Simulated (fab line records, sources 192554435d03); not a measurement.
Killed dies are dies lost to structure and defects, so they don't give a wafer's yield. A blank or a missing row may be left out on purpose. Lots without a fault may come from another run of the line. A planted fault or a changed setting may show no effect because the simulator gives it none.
Split-lot experiment | flow n5_finfet | 7 lots, 21 wafers read, on a route of 1938 steps

THE SPLIT
At N5_BEOL_M0_SAQP_ETCH_107 (etches SiNx in CH3F/O2, target depth 30 nm), the setting bias_w was moved away from the recipe's 73 W on 3 of the 21 wafers read, by -12.2% to +13.0%. The other wafers ran this setting at the recipe's value.

The reading is taken at the split's own step.

THE READING
rf_vpp_V, in V, at N5_BEOL_M0_SAQP_ETCH_107 (etches SiNx in CH3F/O2, target depth 30 nm). Fault-free wafers of this fab line usually give 295 V, standard deviation 4.7 V.

wafer  | tool, chamber at the split | bias_w as run, W | against the recipe | rf_vpp_V, V | against lot-mates on the recipe
L080.2 | rie_diel-02, 0             | 64.09            | -12.2%             | 258         | -36
L080.4 | rie_diel-02, 1             | 73               | recipe             | 295         | -
L080.6 | rie_diel-02, 1             | 73               | recipe             | 293         | -
L082.1 | rie_diel-04, 0             | 73               | recipe             | 298         | -
L082.2 | rie_diel-04, 1             | 73               | recipe             | 295         | -
L082.3 | rie_diel-04, 3             | 73               | recipe             | 296         | -
L083.1 | rie_diel-02, 2             | 73               | recipe             | 302         | -
L083.2 | rie_diel-02, 1             | 73               | recipe             | 293         | -
L083.5 | rie_diel-02, 1             | 73               | recipe             | 294         | -
L086.1 | rie_diel-02, 3             | 73               | recipe             | 293         | -
L086.3 | rie_diel-02, 0             | 73               | recipe             | 287         | -
L086.6 | rie_diel-02, 3             | 82.52            | +13.0%             | 323         | +33
L090.2 | rie_diel-02, 0             | 73               | recipe             | 286         | -
L090.4 | rie_diel-02, 1             | 73               | recipe             | 294         | -
L090.6 | rie_diel-02, 1             | 73               | recipe             | 294         | -
L091.2 | rie_diel-02, 3             | 73               | recipe             | 294         | -
L091.4 | rie_diel-02, 2             | 73               | recipe             | 303         | -
L091.6 | rie_diel-02, 0             | 73               | recipe             | 286         | -
L094.3 | rie_diel-04, 1             | 73               | recipe             | 295         | -
L094.5 | rie_diel-04, 0             | 65.54            | -10.2%             | 273         | -22
L094.6 | rie_diel-04, 3             | 73               | recipe             | 296         | -

THE FIT
A straight line over all 21 wafers: rf_vpp_V changes by +2.43 V for each +1% of bias_w; r = +0.93; the points scatter about the line by 4.7 V.
The same after taking each lot's own level away (the mean of its wafers on the recipe; 21 wafers): +2.6 V for each +1%; r = +0.95; scatter 4 V.
On that fit, the largest move of bias_w shifts the reading by 34 V.
The lots' own levels span 290.0 to 296.3 V, that is 1.3 times the standard deviation above.
So the lot-to-lot level changes the slope little: the two slopes agree.
Check: with one of the wafers moved furthest among these (+13.0%) left out of the fit, the line predicts +34.5 V for it against its lot-mates. It came out at +33 V against them.
Tool readings at the split's step, against how far the setting was moved: rf_vpp_V r = +0.93.

OTHER SPLITS ON THESE WAFERS
These wafers also went through other splits before the reading. Each is held against what the fit with the lots' levels taken away leaves over:
other split on the same wafers           | wafers away from the commonest value | r with rf_vpp_V (lot level and that fit taken away)
N5_MOL_CONTACT_COAG_CVD_140 target_thk_a | 6                                    | -0.05
N5_BEOL_M0_SAQP_PECVD_96 time_s          | 8                                    | -0.13

THE FILE'S OWN FIT
rf_vpp_V changes by +2.62 V for each +1% of bias_w, r = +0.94.
